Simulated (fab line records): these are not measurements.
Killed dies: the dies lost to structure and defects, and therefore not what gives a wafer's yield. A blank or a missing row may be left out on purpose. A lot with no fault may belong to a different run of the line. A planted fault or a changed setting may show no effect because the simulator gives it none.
Which of the tools did it? / flow n5-finfet / 24 lots, 72 wafers sampled, at 6 steps of a route of 1938

WHAT THE GAUGES READ, wafer by wafer
N5_ZERO_LAYER_INSPECT_20: inspects for defects (darkfield). Usual: 34 for raw-defect-count, sd 13.
lot=L074; measured=day 1 13:15; on=defect-inspect-02; raw-defect-count=46 40 41; flag=
lot=L075; measured=day 1 19:27; on=defect-inspect-01; raw-defect-count=24 18 23; flag=
lot=L076; measured=day 2 01:16; on=defect-inspect-01; raw-defect-count=44 41 36; flag=
lot=L077; measured=day 2 07:23; on=defect-inspect-01; raw-defect-count=40 27 25; flag=
lot=L078; measured=day 2 13:25; on=defect-inspect-01; raw-defect-count=48 44 30; flag=
lot=L079; measured=day 2 19:15; on=defect-inspect-01; raw-defect-count=48 27 45; flag=
lot=L080; measured=day 3 01:39; on=defect-inspect-02; raw-defect-count=31 23 31; flag=
lot=L081; measured=day 3 07:17; on=defect-inspect-02; raw-defect-count=30 20 22; flag=
lot=L082; measured=day 3 13:24; on=defect-inspect-02; raw-defect-count=57 34 37; flag=
lot=L083; measured=day 3 19:37; on=defect-inspect-02; raw-defect-count=23 31 37; flag=
lot=L084; measured=day 4 01:29; on=defect-inspect-01; raw-defect-count=62 28 36; flag=
lot=L085; measured=day 4 07:24; on=defect-inspect-01; raw-defect-count=22 20 13; flag=
lot=L086; measured=day 4 13:23; on=defect-inspect-01; raw-defect-count=45 46 20; flag=
lot=L087; measured=day 4 19:24; on=defect-inspect-02; raw-defect-count=35 31 47; flag=
lot=L088; measured=day 5 01:23; on=defect-inspect-02; raw-defect-count=28 17 38; flag=
lot=L089; measured=day 5 07:28; on=defect-inspect-01; raw-defect-count=24 14 29; flag=
lot=L090; measured=day 5 13:34; on=defect-inspect-01; raw-defect-count=65 36 28; flag=
lot=L091; measured=day 5 19:51; on=defect-inspect-02; raw-defect-count=32 18 32; flag=
lot=L092; measured=day 6 01:25; on=defect-inspect-01; raw-defect-count=27 42 39; flag=
lot=L093; measured=day 6 07:24; on=defect-inspect-01; raw-defect-count=41 42 56; flag=
lot=L094; measured=day 6 13:44; on=defect-inspect-01; raw-defect-count=30 20 12; flag=
lot=L095; measured=day 6 19:26; on=defect-inspect-01; raw-defect-count=40 31 71; flag=
lot=L096; measured=day 7 01:43; on=defect-inspect-01; raw-defect-count=21 25 31; flag=
lot=L097; measured=day 7 07:26; on=defect-inspect-01; raw-defect-count=25 29 35; flag=

N5_WELL_APT_CD_MEAS_08 targets a cd of 200 nm. Usual: 200.2 nm for cd-nm, sd 1.5.
lot=L074; measured=day 1 13:34; on=cd-sem-01; cd-nm (nm)=200.0 199.3 200.1; flag=
lot=L075; measured=day 1 19:53; on=cd-sem-02; cd-nm (nm)=198.7 201.1 200.4; flag=
lot=L076; measured=day 2 01:34; on=cd-sem-02; cd-nm (nm)=200.2 198.8 200.0; flag=
lot=L077; measured=day 2 07:49; on=cd-sem-01; cd-nm (nm)=199.3 200.4 200.1; flag=
lot=L078; measured=day 2 13:50; on=cd-sem-03; cd-nm (nm)=201.1 200.5 198.8; flag=
lot=L079; measured=day 2 19:41; on=cd-sem-03; cd-nm (nm)=202.4 201.5 202.1; flag=
lot=L080; measured=day 3 02:05; on=cd-sem-01; cd-nm (nm)=200.0 201.3 200.3; flag=
lot=L081; measured=day 3 07:36; on=cd-sem-03; cd-nm (nm)=202.1 201.2 201.9; flag=
lot=L082; measured=day 3 13:43; on=cd-sem-03; cd-nm (nm)=199.4 198.6 200.2; flag=
lot=L083; measured=day 3 19:55; on=cd-sem-03; cd-nm (nm)=199.5 201.4 199.3; flag=
lot=L084; measured=day 4 01:47; on=cd-sem-03; cd-nm (nm)=200.4 198.6 199.1; flag=
lot=L085; measured=day 4 07:43; on=cd-sem-03; cd-nm (nm)=198.7 198.6 199.9; flag=
lot=L086; measured=day 4 13:42; on=cd-sem-03; cd-nm (nm)=198.4 198.7 199.3; flag=
lot=L087; measured=day 4 19:42; on=cd-sem-03; cd-nm (nm)=201.6 199.7 202.3; flag=
lot=L088; measured=day 5 01:49; on=cd-sem-02; cd-nm (nm)=200.1 202.9 199.4; flag=
lot=L089; measured=day 5 07:46; on=cd-sem-01; cd-nm (nm)=199.3 203.0 202.6; flag=
lot=L090; measured=day 5 13:52; on=cd-sem-02; cd-nm (nm)=198.9 202.4 201.1; flag=
lot=L091; measured=day 5 20:09; on=cd-sem-02; cd-nm (nm)=202.2 200.9 200.9; flag=
lot=L092; measured=day 6 01:50; on=cd-sem-01; cd-nm (nm)=199.1 199.2 197.2; flag=
lot=L093; measured=day 6 07:50; on=cd-sem-01; cd-nm (nm)=203.5 201.1 203.1; flag=
lot=L094; measured=day 6 14:02; on=cd-sem-01; cd-nm (nm)=199.0 198.3 198.4; flag=
lot=L095; measured=day 6 19:52; on=cd-sem-03; cd-nm (nm)=200.1 203.8 201.4; flag=
lot=L096; measured=day 7 02:01; on=cd-sem-03; cd-nm (nm)=201.6 201.0 201.9; flag=
lot=L097; measured=day 7 07:52; on=cd-sem-03; cd-nm (nm)=202.7 198.6 199.3; flag=

N5_WELL_APT_CD_MEAS_25 targets a cd of 200 nm. Usual: 200.0 nm for cd-nm, sd 2.
lot=L074; measured=day 1 16:04; on=cd-sem-02; cd-nm (nm)=198.8 200.1 198.4; flag=
lot=L075; measured=day 1 21:07; on=cd-sem-03; cd-nm (nm)=201.6 201.2 198.6; flag=
lot=L076; measured=day 2 02:55; on=cd-sem-03; cd-nm (nm)=201.6 202.8 201.0; flag=
lot=L077; measured=day 2 08:56; on=cd-sem-02; cd-nm (nm)=199.8 200.3 202.1; flag=
lot=L078; measured=day 2 14:58; on=cd-sem-02; cd-nm (nm)=201.4 196.6 199.2; flag=
lot=L079; measured=day 2 20:56; on=cd-sem-03; cd-nm (nm)=204.0 201.2 203.4; flag=
lot=L080; measured=day 3 03:19; on=cd-sem-03; cd-nm (nm)=198.0 199.6 198.6; flag=
lot=L081; measured=day 3 08:51; on=cd-sem-03; cd-nm (nm)=201.7 200.8 201.8; flag=
lot=L082; measured=day 3 14:57; on=cd-sem-02; cd-nm (nm)=199.6 197.3 202.4; flag=
lot=L083; measured=day 3 21:10; on=cd-sem-01; cd-nm (nm)=198.8 203.3 199.1; flag=
lot=L084; measured=day 4 02:56; on=cd-sem-02; cd-nm (nm)=198.5 198.2 198.1; flag=
lot=L085; measured=day 4 09:23; on=cd-sem-01; cd-nm (nm)=197.8 202.4 199.9; flag=
lot=L086; measured=day 4 14:49; on=cd-sem-03; cd-nm (nm)=197.7 201.2 196.7; flag=
lot=L087; measured=day 4 20:57; on=cd-sem-02; cd-nm (nm)=198.4 197.2 202.1; flag=
lot=L088; measured=day 5 03:05; on=cd-sem-01; cd-nm (nm)=201.1 200.6 199.2; flag=
lot=L089; measured=day 5 09:09; on=cd-sem-03; cd-nm (nm)=201.5 201.4 200.2; flag=
lot=L090; measured=day 5 15:07; on=cd-sem-02; cd-nm (nm)=201.0 198.0 205.8; flag=
lot=L091; measured=day 5 21:49; on=cd-sem-02; cd-nm (nm)=198.4 203.7 201.2; flag=
lot=L092; measured=day 6 02:59; on=cd-sem-02; cd-nm (nm)=197.8 199.8 200.0; flag=
lot=L093; measured=day 6 09:29; on=cd-sem-03; cd-nm (nm)=201.3 199.8 200.6; flag=
lot=L094; measured=day 6 15:10; on=cd-sem-02; cd-nm (nm)=199.1 197.5 195.5; flag=
lot=L095; measured=day 6 21:05; on=cd-sem-03; cd-nm (nm)=201.5 202.9 200.1; flag=
lot=L096; measured=day 7 03:16; on=cd-sem-03; cd-nm (nm)=203.3 201.6 202.5; flag=
lot=L097; measured=day 7 10:26; on=cd-sem-03; cd-nm (nm)=200.6 199.9 195.4; flag=

N5_FIN_SAQP_THK_MEAS_07. Usual: 59.8 nm for thk-nm, sd 0.68.
lot=L074; measured=day 1 22:11; on=film-metro-02; thk-nm (nm)=59.3 59.9 61.0; flag=
lot=L075; measured=day 2 02:58; on=film-metro-02; thk-nm (nm)=59.3 60.4 60.5; flag=
lot=L076; measured=day 2 10:31; on=film-metro-02; thk-nm (nm)=59.6 59.9 59.4; flag=
lot=L077; measured=day 2 15:13; on=film-metro-01; thk-nm (nm)=59.9 60.9 59.9; flag=
lot=L078; measured=day 2 21:52; on=film-metro-01; thk-nm (nm)=59.4 60.0 60.2; flag=
lot=L079; measured=day 3 03:08; on=film-metro-01; thk-nm (nm)=58.6 59.0 60.2; flag=
lot=L080; measured=day 3 09:25; on=film-metro-01; thk-nm (nm)=59.3 59.4 60.4; flag=
lot=L081; measured=day 3 15:04; on=film-metro-02; thk-nm (nm)=59.9 60.5 60.1; flag=
lot=L082; measured=day 3 22:07; on=film-metro-01; thk-nm (nm)=59.8 60.0 61.1; flag=
lot=L083; measured=day 4 03:17; on=film-metro-02; thk-nm (nm)=59.3 60.3 59.4; flag=
lot=L084; measured=day 4 08:49; on=film-metro-02; thk-nm (nm)=58.6 58.9 59.8; flag=
lot=L085; measured=day 4 16:14; on=film-metro-02; thk-nm (nm)=59.1 59.6 60.6; flag=
lot=L086; measured=day 4 22:00; on=film-metro-01; thk-nm (nm)=60.1 59.3 60.4; flag=
lot=L087; measured=day 5 04:06; on=film-metro-02; thk-nm (nm)=59.6 60.5 60.7; flag=
lot=L088; measured=day 5 09:41; on=film-metro-01; thk-nm (nm)=59.2 59.5 59.7; flag=
lot=L089; measured=day 5 15:46; on=film-metro-01; thk-nm (nm)=59.2 59.7 60.5; flag=
lot=L090; measured=day 5 21:47; on=film-metro-02; thk-nm (nm)=59.6 58.7 60.4; flag=
lot=L091; measured=day 6 04:32; on=film-metro-02; thk-nm (nm)=59.8 59.2 59.7; flag=
lot=L092; measured=day 6 09:22; on=film-metro-01; thk-nm (nm)=59.0 59.6 60.0; flag=
lot=L093; measured=day 6 16:46; on=film-metro-01; thk-nm (nm)=59.0 60.0 59.7; flag=
lot=L094; measured=day 6 21:46; on=film-metro-01; thk-nm (nm)=58.6 60.0 59.7; flag=
lot=L095; measured=day 7 04:47; on=film-metro-01; thk-nm (nm)=60.3 60.3 61.1; flag=
lot=L096; measured=day 7 11:43; on=film-metro-01; thk-nm (nm)=60.0 60.4 60.4; flag=
lot=L097; measured=day 7 18:28; on=film-metro-01; thk-nm (nm)=59.4 60.9 59.9; flag=

EACH LOT AND THE TOOL THAT RAN IT (in order: tool; ch and the chambers of the sampled wafers; start)
lot=L074; N5_PMOS_HMC_CHANNEL_EPI_HM_OPEN_15=rie-diel-03 ch 0,2,3, day 1 18:32; N5_FIN_SAQP_DENSIFY_62=rtp-anneal-01 ch 0, day 1 21:35
lot=L075; N5_PMOS_HMC_CHANNEL_EPI_HM_OPEN_15=rie-diel-03 ch 0,2, day 1 23:27; N5_FIN_SAQP_DENSIFY_62=rtp-anneal-01 ch 0, day 2 02:30
lot=L076; N5_PMOS_HMC_CHANNEL_EPI_HM_OPEN_15=rie-diel-04 ch 0,1,3, day 2 05:17; N5_FIN_SAQP_DENSIFY_62=rtp-anneal-01 ch 0, day 2 09:59
lot=L077; N5_PMOS_HMC_CHANNEL_EPI_HM_OPEN_15=rie-diel-01 ch 0,1,2, day 2 11:36; N5_FIN_SAQP_DENSIFY_62=rtp-anneal-02 ch 0, day 2 14:44
lot=L078; N5_PMOS_HMC_CHANNEL_EPI_HM_OPEN_15=rie-diel-03 ch 0,2,3, day 2 17:45; N5_FIN_SAQP_DENSIFY_62=rtp-anneal-02 ch 0, day 2 21:20
lot=L079; N5_PMOS_HMC_CHANNEL_EPI_HM_OPEN_15=rie-diel-01 ch 0,1,3, day 2 23:25; N5_FIN_SAQP_DENSIFY_62=rtp-anneal-02 ch 0, day 3 02:38
lot=L080; N5_PMOS_HMC_CHANNEL_EPI_HM_OPEN_15=rie-diel-04 ch 0,1, day 3 05:53; N5_FIN_SAQP_DENSIFY_62=rtp-anneal-02 ch 0, day 3 08:54
lot=L081; N5_PMOS_HMC_CHANNEL_EPI_HM_OPEN_15=rie-diel-04 ch 0,3, day 3 11:32; N5_FIN_SAQP_DENSIFY_62=rtp-anneal-01 ch 0, day 3 14:35
lot=L082; N5_PMOS_HMC_CHANNEL_EPI_HM_OPEN_15=rie-diel-01 ch 1,3, day 3 17:11; N5_FIN_SAQP_DENSIFY_62=rtp-anneal-01 ch 0, day 3 21:37
lot=L083; N5_PMOS_HMC_CHANNEL_EPI_HM_OPEN_15=rie-diel-01 ch 0,2, day 3 23:38; N5_FIN_SAQP_DENSIFY_62=rtp-anneal-01 ch 0, day 4 02:45
lot=L084; N5_PMOS_HMC_CHANNEL_EPI_HM_OPEN_15=rie-diel-01 ch 0,1,3, day 4 05:19; N5_FIN_SAQP_DENSIFY_62=rtp-anneal-01 ch 0, day 4 08:22
lot=L085; N5_PMOS_HMC_CHANNEL_EPI_HM_OPEN_15=rie-diel-01 ch 0,1,3, day 4 12:13; N5_FIN_SAQP_DENSIFY_62=rtp-anneal-02 ch 0, day 4 15:46
lot=L086; N5_PMOS_HMC_CHANNEL_EPI_HM_OPEN_15=rie-diel-03 ch 0,2,3, day 4 17:19; N5_FIN_SAQP_DENSIFY_62=rtp-anneal-02 ch 0, day 4 21:29
lot=L087; N5_PMOS_HMC_CHANNEL_EPI_HM_OPEN_15=rie-diel-01 ch 0,1, day 4 23:59; N5_FIN_SAQP_DENSIFY_62=rtp-anneal-01 ch 0, day 5 03:39
lot=L088; N5_PMOS_HMC_CHANNEL_EPI_HM_OPEN_15=rie-diel-01 ch 0,2,3, day 5 05:47; N5_FIN_SAQP_DENSIFY_62=rtp-anneal-01 ch 0, day 5 09:11
lot=L089; N5_PMOS_HMC_CHANNEL_EPI_HM_OPEN_15=rie-diel-03 ch 0,1,2, day 5 11:46; N5_FIN_SAQP_DENSIFY_62=rtp-anneal-01 ch 0, day 5 15:20
lot=L090; N5_PMOS_HMC_CHANNEL_EPI_HM_OPEN_15=rie-diel-01 ch 1,3, day 5 17:43; N5_FIN_SAQP_DENSIFY_62=rtp-anneal-02 ch 0, day 5 21:14
lot=L091; N5_PMOS_HMC_CHANNEL_EPI_HM_OPEN_15=rie-diel-04 ch 0,1,3, day 6 00:33; N5_FIN_SAQP_DENSIFY_62=rtp-anneal-01 ch 0, day 6 03:58
lot=L092; N5_PMOS_HMC_CHANNEL_EPI_HM_OPEN_15=rie-diel-03 ch 2,3, day 6 05:20; N5_FIN_SAQP_DENSIFY_62=rtp-anneal-02 ch 0, day 6 08:53
lot=L093; N5_PMOS_HMC_CHANNEL_EPI_HM_OPEN_15=rie-diel-01 ch 0,1,3, day 6 11:55; N5_FIN_SAQP_DENSIFY_62=rtp-anneal-01 ch 0, day 6 16:17
lot=L094; N5_PMOS_HMC_CHANNEL_EPI_HM_OPEN_15=rie-diel-01 ch 0,2, day 6 17:46; N5_FIN_SAQP_DENSIFY_62=rtp-anneal-01 ch 0, day 6 21:15
lot=L095; N5_PMOS_HMC_CHANNEL_EPI_HM_OPEN_15=rie-diel-03 ch 0,1,2, day 6 23:54; N5_FIN_SAQP_DENSIFY_62=rtp-anneal-02 ch 0, day 7 04:16
lot=L096; N5_PMOS_HMC_CHANNEL_EPI_HM_OPEN_15=rie-diel-03 ch 0,2, day 7 06:21; N5_FIN_SAQP_DENSIFY_62=rtp-anneal-01 ch 0, day 7 11:14
lot=L097; N5_PMOS_HMC_CHANNEL_EPI_HM_OPEN_15=rie-diel-03 ch 0,1, day 7 14:34; N5_FIN_SAQP_DENSIFY_62=rtp-anneal-02 ch 0, day 7 17:56
- N5_PMOS_HMC_CHANNEL_EPI_HM_OPEN_15: chemistry CHF3/O2, target SiO2, target depth 40.6 nm, time 20.3 s.
- N5_FIN_SAQP_DENSIFY_62: time 60 s.

WHAT THE TOOLS THEMSELVES READ (means of the sampled wafers that have a number; where no wafer has one, the mark that the record gives instead)
N5_PMOS_HMC_CHANNEL_EPI_HM_OPEN_15. Usual: drypump-motor-current-A 5.8 A, standard deviation 0.68; oes-product-au 0.80 a.u., standard deviation 0.07; rf-vpp-V 522 V, standard deviation 12; showerhead-plenum-p-Torr 2.40 Torr, standard deviation 0.061; throttle-valve-pct 18.75 %, standard deviation 0.17.
lot=L074; tool=rie-diel-03; drypump-motor-current-A (A)=6.5; oes-product-au (a.u.)=0.80; rf-vpp-V (V)=511; showerhead-plenum-p-Torr (Torr)=2.38; throttle-valve-pct (%)=18.73; flag=
lot=L075; tool=rie-diel-03; drypump-motor-current-A (A)=6.5; oes-product-au (a.u.)=0.83; rf-vpp-V (V)=516; showerhead-plenum-p-Torr (Torr)=2.39; throttle-valve-pct (%)=18.65; flag=
lot=L076; tool=rie-diel-04; drypump-motor-current-A (A)=5.6; oes-product-au (a.u.)=0.82; rf-vpp-V (V)=537; showerhead-plenum-p-Torr (Torr)=2.46; throttle-valve-pct (%)=18.66; flag=
lot=L077; tool=rie-diel-01; drypump-motor-current-A (A)=5.2; oes-product-au (a.u.)=0.78; rf-vpp-V (V)=529; showerhead-plenum-p-Torr (Torr)=2.40; throttle-valve-pct (%)=18.79; flag=
lot=L078; tool=rie-diel-03; drypump-motor-current-A (A)=6.5; oes-product-au (a.u.)=0.80; rf-vpp-V (V)=509; showerhead-plenum-p-Torr (Torr)=2.37; throttle-valve-pct (%)=18.74; flag=
lot=L079; tool=rie-diel-01; drypump-motor-current-A (A)=5.7; oes-product-au (a.u.)=0.85; rf-vpp-V (V)=523; showerhead-plenum-p-Torr (Torr)=2.38; throttle-valve-pct (%)=18.86; flag=
lot=L080; tool=rie-diel-04; drypump-motor-current-A (A)=4.9; oes-product-au (a.u.)=0.76; rf-vpp-V (V)=535; showerhead-plenum-p-Torr (Torr)=2.51; throttle-valve-pct (%)=18.67; flag=
lot=L081; tool=rie-diel-04; drypump-motor-current-A (A)=6.3; oes-product-au (a.u.)=0.84; rf-vpp-V (V)=540; showerhead-plenum-p-Torr (Torr)=2.40; throttle-valve-pct (%)=18.68; flag=
lot=L082; tool=rie-diel-01; drypump-motor-current-A (A)=5.9; oes-product-au (a.u.)=0.87; rf-vpp-V (V)=519; showerhead-plenum-p-Torr (Torr)=2.36; throttle-valve-pct (%)=18.81; flag=
lot=L083; tool=rie-diel-01; drypump-motor-current-A (A)=5.3; oes-product-au (a.u.)=0.77; rf-vpp-V (V)=529; showerhead-plenum-p-Torr (Torr)=2.44; throttle-valve-pct (%)=18.72; flag=
lot=L084; tool=rie-diel-01; drypump-motor-current-A (A)=5.6; oes-product-au (a.u.)=0.82; rf-vpp-V (V)=522; showerhead-plenum-p-Torr (Torr)=2.38; throttle-valve-pct (%)=18.88; flag=
lot=L085; tool=rie-diel-01; drypump-motor-current-A (A)=5.6; oes-product-au (a.u.)=0.83; rf-vpp-V (V)=522; showerhead-plenum-p-Torr (Torr)=2.38; throttle-valve-pct (%)=18.88; flag=
lot=L086; tool=rie-diel-03; drypump-motor-current-A (A)=6.5; oes-product-au (a.u.)=0.78; rf-vpp-V (V)=510; showerhead-plenum-p-Torr (Torr)=2.37; throttle-valve-pct (%)=18.76; flag=
lot=L087; tool=rie-diel-01; drypump-motor-current-A (A)=5.1; oes-product-au (a.u.)=0.76; rf-vpp-V (V)=528; showerhead-plenum-p-Torr (Torr)=2.35; throttle-valve-pct (%)=18.92; flag=
lot=L088; tool=rie-diel-01; drypump-motor-current-A (A)=5.7; oes-product-au (a.u.)=0.83; rf-vpp-V (V)=522; showerhead-plenum-p-Torr (Torr)=2.42; throttle-valve-pct (%)=18.80; flag=
lot=L089; tool=rie-diel-03; drypump-motor-current-A (A)=6.1; oes-product-au (a.u.)=0.82; rf-vpp-V (V)=512; showerhead-plenum-p-Torr (Torr)=2.40; throttle-valve-pct (%)=18.63; flag=
lot=L090; tool=rie-diel-01; drypump-motor-current-A (A)=5.4; oes-product-au (a.u.)=0.77; rf-vpp-V (V)=524; showerhead-plenum-p-Torr (Torr)=2.33; throttle-valve-pct (%)=18.87; flag=
lot=L091; tool=rie-diel-04; drypump-motor-current-A (A)=5.6; oes-product-au (a.u.)=0.79; rf-vpp-V (V)=536; showerhead-plenum-p-Torr (Torr)=2.45; throttle-valve-pct (%)=18.70; flag=
lot=L092; tool=rie-diel-03; drypump-motor-current-A (A)=6.6; oes-product-au (a.u.)=0.76; rf-vpp-V (V)=503; showerhead-plenum-p-Torr (Torr)=2.33; throttle-valve-pct (%)=18.90; flag=
lot=L093; tool=rie-diel-01; drypump-motor-current-A (A)=5.6; oes-product-au (a.u.)=0.81; rf-vpp-V (V)=521; showerhead-plenum-p-Torr (Torr)=2.37; throttle-valve-pct (%)=18.91; flag=
lot=L094; tool=rie-diel-01; drypump-motor-current-A (A)=5.3; oes-product-au (a.u.)=0.75; rf-vpp-V (V)=529; showerhead-plenum-p-Torr (Torr)=2.43; throttle-valve-pct (%)=18.75; flag=
lot=L095; tool=rie-diel-03; drypump-motor-current-A (A)=6.1; oes-product-au (a.u.)=0.80; rf-vpp-V (V)=512; showerhead-plenum-p-Torr (Torr)=2.39; throttle-valve-pct (%)=18.65; flag=
lot=L096; tool=rie-diel-03; drypump-motor-current-A (A)=6.5; oes-product-au (a.u.)=0.79; rf-vpp-V (V)=514; showerhead-plenum-p-Torr (Torr)=2.37; throttle-valve-pct (%)=18.71; flag=
lot=L097; tool=rie-diel-03; drypump-motor-current-A (A)=6.1; oes-product-au (a.u.)=0.82; rf-vpp-V (V)=519; showerhead-plenum-p-Torr (Torr)=2.43; throttle-valve-pct (%)=18.52; flag=

N5_FIN_SAQP_DENSIFY_62. Usual: lamp-power-pct 9.85 %, standard deviation 0.05; lamp_zone_3_pct 9.846 %, standard deviation 0.01; lamp_zone_7_pct 10.266 %, standard deviation 0.012; wafer_temp_C_max 703.3, standard deviation 0.61.
lot=L074; tool=rtp-anneal-01; lamp-power-pct (%)=9.82; lamp_zone_3_pct (%)=9.847; lamp_zone_7_pct (%)=10.268; wafer_temp_C_max=702.8; flag=
lot=L075; tool=rtp-anneal-01; lamp-power-pct (%)=9.90; lamp_zone_3_pct (%)=9.850; lamp_zone_7_pct (%)=10.257; wafer_temp_C_max=703.1; flag=
lot=L076; tool=rtp-anneal-01; lamp-power-pct (%)=9.82; lamp_zone_3_pct (%)=9.844; lamp_zone_7_pct (%)=10.273; wafer_temp_C_max=703.1; flag=
lot=L077; tool=rtp-anneal-02; lamp-power-pct (%)=9.85; lamp_zone_3_pct (%)=9.849; lamp_zone_7_pct (%)=10.271; wafer_temp_C_max=703.2; flag=
lot=L078; tool=rtp-anneal-02; lamp-power-pct (%)=9.82; lamp_zone_3_pct (%)=9.837; lamp_zone_7_pct (%)=10.255; wafer_temp_C_max=703.8; flag=
lot=L079; tool=rtp-anneal-02; lamp-power-pct (%)=9.82; lamp_zone_3_pct (%)=9.851; lamp_zone_7_pct (%)=10.268; wafer_temp_C_max=703.5; flag=
lot=L080; tool=rtp-anneal-02; lamp-power-pct (%)=9.83; lamp_zone_3_pct (%)=9.854; lamp_zone_7_pct (%)=10.271; wafer_temp_C_max=703.4; flag=
lot=L081; tool=rtp-anneal-01; lamp-power-pct (%)=9.88; lamp_zone_3_pct (%)=9.845; lamp_zone_7_pct (%)=10.265; wafer_temp_C_max=703.5; flag=
lot=L082; tool=rtp-anneal-01; lamp-power-pct (%)=9.88; lamp_zone_3_pct (%)=9.842; lamp_zone_7_pct (%)=10.268; wafer_temp_C_max=703.4; flag=
lot=L083; tool=rtp-anneal-01; lamp-power-pct (%)=9.85; lamp_zone_3_pct (%)=9.847; lamp_zone_7_pct (%)=10.260; wafer_temp_C_max=702.8; flag=
lot=L084; tool=rtp-anneal-01; lamp-power-pct (%)=9.83; lamp_zone_3_pct (%)=9.839; lamp_zone_7_pct (%)=10.271; wafer_temp_C_max=703.0; flag=
lot=L085; tool=rtp-anneal-02; lamp-power-pct (%)=9.83; lamp_zone_3_pct (%)=9.845; lamp_zone_7_pct (%)=10.262; wafer_temp_C_max=702.3; flag=
lot=L086; tool=rtp-anneal-02; lamp-power-pct (%)=9.84; lamp_zone_3_pct (%)=9.843; lamp_zone_7_pct (%)=10.268; wafer_temp_C_max=703.0; flag=
lot=L087; tool=rtp-anneal-01; lamp-power-pct (%)=9.84; lamp_zone_3_pct (%)=9.841; lamp_zone_7_pct (%)=10.272; wafer_temp_C_max=703.5; flag=
lot=L088; tool=rtp-anneal-01; lamp-power-pct (%)=9.82; lamp_zone_3_pct (%)=9.847; lamp_zone_7_pct (%)=10.266; wafer_temp_C_max=703.5; flag=
lot=L089; tool=rtp-anneal-01; lamp-power-pct (%)=9.87; lamp_zone_3_pct (%)=9.848; lamp_zone_7_pct (%)=10.260; wafer_temp_C_max=703.2; flag=
lot=L090; tool=rtp-anneal-02; lamp-power-pct (%)=9.86; lamp_zone_3_pct (%)=9.835; lamp_zone_7_pct (%)=10.270; wafer_temp_C_max=703.2; flag=
lot=L091; tool=rtp-anneal-01; lamp-power-pct (%)=9.83; lamp_zone_3_pct (%)=9.843; lamp_zone_7_pct (%)=10.262; wafer_temp_C_max=703.0; flag=
lot=L092; tool=rtp-anneal-02; lamp-power-pct (%)=9.86; lamp_zone_3_pct (%)=9.850; lamp_zone_7_pct (%)=10.274; wafer_temp_C_max=703.2; flag=
lot=L093; tool=rtp-anneal-01; lamp-power-pct (%)=9.80; lamp_zone_3_pct (%)=9.849; lamp_zone_7_pct (%)=10.274; wafer_temp_C_max=703.6; flag=
lot=L094; tool=rtp-anneal-01; lamp-power-pct (%)=9.85; lamp_zone_3_pct (%)=9.839; lamp_zone_7_pct (%)=10.262; wafer_temp_C_max=702.9; flag=
lot=L095; tool=rtp-anneal-02; lamp-power-pct (%)=9.89; lamp_zone_3_pct (%)=9.848; lamp_zone_7_pct (%)=10.273; wafer_temp_C_max=703.5; flag=
lot=L096; tool=rtp-anneal-01; lamp-power-pct (%)=9.83; lamp_zone_3_pct (%)=9.846; lamp_zone_7_pct (%)=10.264; wafer_temp_C_max=703.2; flag=
lot=L097; tool=rtp-anneal-02; lamp-power-pct (%)=9.88; lamp_zone_3_pct (%)=9.850; lamp_zone_7_pct (%)=10.274; wafer_temp_C_max=703.1; flag=

THE ANSWER, worked out from the rows above alone
Rule: a lot counts as off when the mean over its wafers that have a number is more than 3 standard deviations away from the usual mean. A lot without any number at a reading at which 4 lots or more have one is off too. Where the step has rows for the other lots, those lots are counted as sound. The gauges are gone through in route order, then the tools' own readings, and for those a lot's mean is taken as printed above. The first step at which some lot is off is used, and at that step the reading that is off furthest; a lot without a number counts as furthest.
Across all readings shown, no lot is off: no conclusion can be drawn from this.

WHAT THE SIMULATOR PUT IN
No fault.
